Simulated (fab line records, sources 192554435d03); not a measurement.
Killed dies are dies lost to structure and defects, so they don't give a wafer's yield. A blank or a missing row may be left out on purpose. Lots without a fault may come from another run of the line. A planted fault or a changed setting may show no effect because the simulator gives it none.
fab line records | flow n5_finfet
record lots=7 wafers=21 last_day=16
route steps=1938 shown HKMG_FIN@416 BEOL_M4@1111
lots that met no fault: from a run of the same line without faults
start_h: hours from the record's first day to the start of the lot's first wafer shown | wait_h: hours since the lot's step before | " the same as in the row above | L1.1+2: a row that stands for several wafers | - no value, or no start given | * or withheld: withheld | < > ~ a bound
route shown NAME@n: a module of which the file shows steps, and the number in the route of the first | usual: mean/standard deviation of fault-free wafers | same: alike in all rows | chamber/n: place in a boat | sites: the reading at each site | _std_site: their standard deviation | _edge_site: outer sites' mean less inner sites' | radius_mm: how far each site lies from the wafer's centre | mask NAME#n: copy n | behind: the tool/chamber that last shaped the wafer | hold: why the lot was held/for how many hours/how that ended | device: the transistor (n, p or np) that didn't switch | end of line: the same wafers' tests at the end of the route | a step without rows: its recipe alone | killed: dies lost to structure and defects at the first sort, not the wafer's yield | map: a wafer's dies, x killed, . not, _ none there
set.NAME: the setting as run; set.NAME@STEP: as run at that earlier step | model.NAME: the simulator's own value behind a step, which no gauge read
lots at some steps of the route; a table a step, a row a wafer
services: from which hour (start_h, from the record's first day; less than 0 if before it) a tool's chamber was out of use, for how many hours, and why
## steps
# step N5_HKMG_FIN_WET_ETCH_65
# recipe chemistry=TMAH temp_c=70 conc_wt_pct=5 target=a-Si stop_on=TiN time_s=49 target_depth_nm=3
# step N5_HKMG_FIN_WET_ETCH_81
# recipe chemistry=SC1 target=TiN stop_on=HfO2 mix=1:1:5 temp_c=60 time_s=57 target_depth_nm=6
# step N5_HKMG_FIN_WET_ETCH_82
# recipe chemistry=dHCl mix=1:10000 temp_c=25 target=La2O3 stop_on=HfO2 target_depth_nm=2 dry=ipa_marangoni rinse_time_s=30 rinse_temp_c=23
# step N5_HKMG_FIN_ALD_36
# recipe material=TiN target_thk_a=10 temp_c=400 ald_precursor_family=TiCl4 ald_co_reactant=NH3 pulse_time_s=1 purge_time_s=3 co_reactant_purge_time_s=2 co_reactant_pulse_time_s=2 ald_cycles=47 pressure_torr=3
# usual heater_power_w=928/88 precursor_pulse_height_rel=1.003/0.02
# same co_reactant_pulse_time_s=2 purge_time_s=3
# columns lot.wafer tool chamber start_h wait_h heater_power_w precursor_pulse_height_rel
L219.1 ald_metal-02 1 98.91 0.0 939 0.992
L219.3 " 0 " " 1143 0.981
L219.4 " 3 " " 798 1.002
L220.2 ald_metal-04 3 104.66 0.0 976 1.015
L220.4 " 0 " " 902 0.959
L220.5 " 0 " " 907 1.065
L225.1 ald_metal-01 1 127.18 0.0 910 1.053
L225.2 " 3 " " 920 0.990
L225.6 " 2 " " 804 1.024
L227.1 ald_metal-01 1 148.60 0.0 936 0.994
L227.3 " 0 " " 976 0.998
L227.6 " 0 " " 984 1.015
L229.1 ald_metal-04 3 155.54 0.0 940 1.029
L229.2 " 2 " " 892 1.000
L229.6 " 0 " " 891 1.031
L236.4 ald_metal-04 2 197.98 0.0 910 0.986
L236.5 " 0 " " 895 1.001
L236.6 " 1 " " 876 0.975
L237.1 ald_metal-04 2 200.47 0.0 907 0.961
L237.4 " 3 " " 977 0.994
L237.6 " 2 " " 923 1.038
# step N5_HKMG_FIN_THK_MEAS_70
# recipe thk_meas_gauge=xrf reads=HfO2_of_HKMG_FIN_HK_ALD_01
# usual HK_THK=1.606/0.019
# columns lot.wafer tool chamber start_h wait_h HK_THK[nm]
L219.1 film_metro-02 - 99.19 0.2 1.578
L219.3 " - " " 1.615
L219.4 " - " " 1.624
L220.2 film_metro-02 - 104.95 0.2 1.572
L220.4 " - " " 1.605
L220.5 " - " " 1.588
L225.1 film_metro-02 - 127.46 0.2 1.565
L225.2 " - " " 1.589
L225.6 " - " " 1.589
L227.1 film_metro-02 - 148.88 0.2 1.567
L227.3 " - " " 1.598
L227.6 " - " " 1.611
L229.1 film_metro-01 - 155.82 0.2 1.600
L229.2 " - " " 1.602
L229.6 " - " " 1.618
L236.4 film_metro-02 - 198.27 0.2 1.598
L236.5 " - " " 1.586
L236.6 " - " " 1.603
L237.1 film_metro-02 - 200.75 0.2 1.597
L237.4 " - " " 1.594
L237.6 " - " " 1.570
# step N5_HKMG_FIN_PWFM_ALD_03
# recipe material=TiN target_thk_a=20 temp_c=400 ald_precursor_family=TiCl4 ald_co_reactant=NH3 pulse_time_s=1 purge_time_s=3 co_reactant_purge_time_s=2 co_reactant_pulse_time_s=2 ald_cycles=91 pressure_torr=3
# usual heater_power_w=924/93 precursor_pulse_height_rel=0.998/0.019
# same co_reactant_pulse_time_s=2 purge_time_s=3
# columns lot.wafer tool chamber start_h wait_h heater_power_w precursor_pulse_height_rel
L219.1 ald_metal-04 3 99.22 0.0 977 0.966
L219.3 " 1 " " 877 0.986
L219.4 " 0 " " 907 0.991
L220.2 ald_metal-01 0 104.98 0.0 949 1.017
L220.4 " 2 " " 843 0.971
L220.5 " 0 " " 964 0.993
L225.1 ald_metal-04 0 127.50 0.0 879 1.013
L225.2 " 2 " " 872 1.001
L225.6 " 0 " " 905 1.004
L227.1 ald_metal-02 3 148.92 0.0 789 1.030
L227.3 " 1 " " 905 1.021
L227.6 " 1 " " 921 0.987
L229.1 ald_metal-02 3 155.86 0.0 805 1.002
L229.2 " 0 " " 1188 0.992
L229.6 " 2 " " 887 0.976
L236.4 ald_metal-02 2 198.30 0.0 878 0.996
L236.5 " 3 " " 783 1.001
L236.6 " 0 " " 1152 0.989
L237.1 ald_metal-02 3 200.79 0.0 813 1.019
L237.4 " 0 " " 1184 1.035
L237.6 " 3 " " 797 0.989
# step N5_HKMG_FIN_COAT_29
# recipe resist=SOC temp_c=250 time_s=60 spin_rpm=1500 resist_thk_nm=300
# step N5_HKMG_FIN_COAT_30
# recipe resist=SiARC temp_c=220 time_s=60 spin_rpm=1500 resist_thk_nm=35
# step N5_HKMG_FIN_COAT_06
# recipe resist=CAR-ArF spin_rpm=1500 resist_thk_nm=90
# step N5_HKMG_FIN_EBR_08
# recipe solvent=PGMEA ebr_width_mm=1.5
# step N5_HKMG_FIN_SOFTBAKE_07
# recipe temp_c=110 time_s=60 resist=CAR-ArF
# step N5_HKMG_FIN_EXPOSE_09
# recipe mask_id=NWFM na=1.35 source_shape=conventional sigma_outer=0.8 polarization=unpolarized dose_mj=39.25
# step N5_HKMG_FIN_PEB_10
# recipe peb_temp_c=withheld peb_time_s=60 resist=CAR-ArF
# usual resist_line_temp_C=23.01/0.097
# columns lot.wafer tool chamber start_h wait_h resist_line_temp_C
L219.1 litho_track-03 0 99.99 0.1 22.92
L219.3 " 0 " " 22.98
L219.4 " 0 " " 22.97
L220.2 litho_track-04 0 105.63 0.0 23.00
L220.4 " 0 " " 23.05
L220.5 " 0 " " 22.98
L225.1 litho_track-04 0 128.27 0.1 22.97
L225.2 " 0 " " 23.05
L225.6 " 0 " " 23.01
L227.1 litho_track-04 0 149.69 0.1 22.98
L227.3 " 0 " " 22.99
L227.6 " 0 " " 22.99
L229.1 litho_track-04 0 156.50 0.1 23.11
L229.2 " 0 " " 23.06
L229.6 " 0 " " 23.28
L236.4 litho_track-03 0 198.95 0.0 22.98
L236.5 " 0 " " 22.94
L236.6 " 0 " " 22.90
L237.1 litho_track-02 0 201.45 0.1 22.94
L237.4 " 0 " " 23.05
L237.6 " 0 " " 23.12
# step N5_HKMG_FIN_DEVELOP_11
# recipe develop_time_s=30 developer=TMAH resist=CAR-ArF dev_temp_c=23 rinse_liquid=diw dry=air_spin
# step N5_HKMG_FIN_CD_MEAS_12
# recipe target_cd_nm=92.8 landing_energy_ev=500 detector=se_inlens
# usual cd_nm=92.6/0.74
# columns lot.wafer tool chamber start_h wait_h cd_nm
L219.1 cd_sem-03 0 100.06 - 93.5
L219.3 " 0 " " 92.7
L219.4 " 0 " " 92.3
L220.2 cd_sem-01 0 105.70 - 93.3
L220.4 " 0 " " 92.5
L220.5 " 0 " " 93.9
L225.1 cd_sem-01 0 128.34 - 96.7
L225.2 " 0 " " 95.0
L225.6 " 0 " " 95.6
L227.1 cd_sem-02 0 149.76 - 95.7
L227.3 " 0 " " 95.1
L227.6 " 0 " " 95.7
L229.1 cd_sem-02 0 156.57 - 95.3
L229.2 " 0 " " 94.8
L229.6 " 0 " " 95.1
L236.4 cd_sem-03 0 199.02 - 91.6
L236.5 " 0 " " 91.5
L236.6 " 0 " " 91.5
L237.1 cd_sem-03 0 201.52 - 92.8
L237.4 " 0 " " 91.6
L237.6 " 0 " " 92.7
# step N5_HKMG_FIN_OVL_MEAS_13
# recipe points_per_wafer=44
# usual NWFM_OVL=0.3/0.6
# columns lot.wafer tool chamber start_h wait_h NWFM_OVL[nm]
L219.1 overlay-02 0 100.09 0.0 0.2
L219.3 " 0 " " 0.0
L219.4 " 0 " " 0.0
L220.2 overlay-02 0 105.73 0.0 -0.1
L220.4 " 0 " " 0.5
L220.5 " 0 " " 0.9
L225.1 overlay-02 0 128.37 0.0 1.4
L225.2 " 0 " " 1.1
L225.6 " 0 " " 0.2
L227.1 overlay-01 0 149.79 0.0 0.3
L227.3 " 0 " " 0.4
L227.6 " 0 " " 0.4
L229.1 overlay-02 0 156.60 0.0 0.2
L229.2 " 0 " " -0.2
L229.6 " 0 " " -0.5
L236.4 overlay-02 0 199.04 0.0 0.0
L236.5 " 0 " " 0.0
L236.6 " 0 " " -0.1
L237.1 overlay-02 0 201.55 0.0 0.4
L237.4 " 0 " " 0.1
L237.6 " 0 " " 0.1
# step N5_BEOL_M4_RC_MEAS_101
# usual DIBL_N=35.9/1.6 DIBL_P=35.6/2.1 IOFF_N=0.149/0.029 IOFF_P=0.20/0.033 ION_N=671/11 ION_P=460/7.3 SS_N=71.4/0.62 SS_P=73.2/0.65 VT_N=251/3.1 VT_P=-251/3.4
# columns lot.wafer tool chamber start_h wait_h DIBL_N[mV/V] DIBL_P[mV/V] IOFF_N[nA/um] IOFF_P[nA/um] ION_N[uA/um] ION_P[uA/um] SS_N[mV/dec] SS_P[mV/dec] VT_N[mV] VT_P[mV]
L219.1 prober-02 0 182.49 0.0 33.2 34.0 0.116 0.15 670 453 70.9 71.6 253 -258
L219.3 " 0 " " 34.1 33.9 0.121 0.14 673 455 70.6 72.2 254 -258
L219.4 " 0 " " 33.8 34.1 0.112 0.14 658 454 71.2 72.1 255 -260
L220.2 prober-02 0 193.12 0.2 36.4 37.4 0.163 0.22 670 460 71.7 73.4 249 -250
L220.4 " 0 " " 34.3 35.2 0.145 0.20 671 462 70.9 73.4 251 -251
L220.5 " 0 " " 33.6 33.6 0.123 0.17 662 452 72.0 72.4 256 -255
L225.1 prober-01 0 222.61 0.0 34.0 34.6 0.133 0.19 664 461 70.9 72.9 252 -250
L225.2 " 0 " " 35.2 35.6 0.148 0.20 677 470 70.5 73.3 251 -247
L225.6 " 0 " " 34.4 34.8 0.140 0.19 675 461 71.5 73.0 252 -252
L227.1 prober-01 0 236.34 0.0 34.7 33.5 0.129 0.20 663 460 71.4 73.7 251 -249
L227.3 " 0 " " 34.8 33.8 0.125 0.22 653 463 71.2 73.2 254 -249
L227.6 " 0 " " 35.6 33.3 0.139 0.22 661 454 71.1 72.9 251 -246
L229.1 prober-01 0 246.60 0.0 34.1 31.6 0.125 0.17 665 459 71.2 72.4 250 -253
L229.2 " 0 " " 35.4 34.4 0.139 0.21 665 465 71.1 73.7 250 -249
L229.6 " 0 " " 33.1 31.5 0.106 0.16 668 457 70.7 72.6 253 -251
L236.4 prober-01 0 283.83 0.5 35.0 33.9 0.123 0.19 661 459 72.3 73.0 254 -252
L236.5 " 0 " " 34.4 33.4 0.119 0.18 657 459 71.1 72.4 254 -251
L236.6 " 0 " " 35.0 34.5 0.129 0.21 673 470 71.4 72.9 252 -250
L237.1 prober-02 0 288.83 0.0 36.2 35.5 0.185 0.22 677 463 71.8 74.1 248 -250
L237.4 " 0 " " 38.2 38.7 0.225 0.28 694 476 71.9 74.4 244 -247
L237.6 " 0 " " 38.2 38.4 0.237 0.28 687 464 72.3 75.4 243 -249
## services
# columns tool chamber start_h hours kind
ald_metal-01 - 82.99 2.1 repair
ald_metal-04 2 107.16 4.8 repair
ald_metal-02 3 137.13 1.5 repair
litho_track-02 - 142.72 - consumable_replace:filter
ald_metal-04 - 156.82 2.9 repair
litho_track-03 - 176.20 - consumable_replace:filter
ald_metal-02 3 177.12 19.9 repair
## key
first_sign step=N5_HKMG_FIN_CD_MEAS_12 reading=cd_nm direction=up sigmas=3.9 usual=92.6 struck=95.4 through=control_loop
effect none on later readings
met_at N5_HKMG_FIN_PEB_10
struck_wafers L225.1,L225.2,L225.6,L227.1,L227.3,L227.6,L229.1,L229.2,L229.6
loop_trim step=N5_HKMG_FIN_EXPOSE_09 setting=dose lots=L229
baseline_loss step=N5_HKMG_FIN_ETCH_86 wafers=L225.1
onset_between 105.63 128.27
fault kind=process_parameter_drift tool=litho_track-04 chamber=- onset_h=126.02 steps=N5_HKMG_FIN_PEB_10 channel=peb_temp_c offset=withheld shape=step end_h=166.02 acts_in=*
# loop_trim: a control loop set the setting to another value than it would have without faults
# baseline_loss: these wafers lose ten dies or more at that step, a loss of the line's own and not of a fault; the sort's usual values leave them out
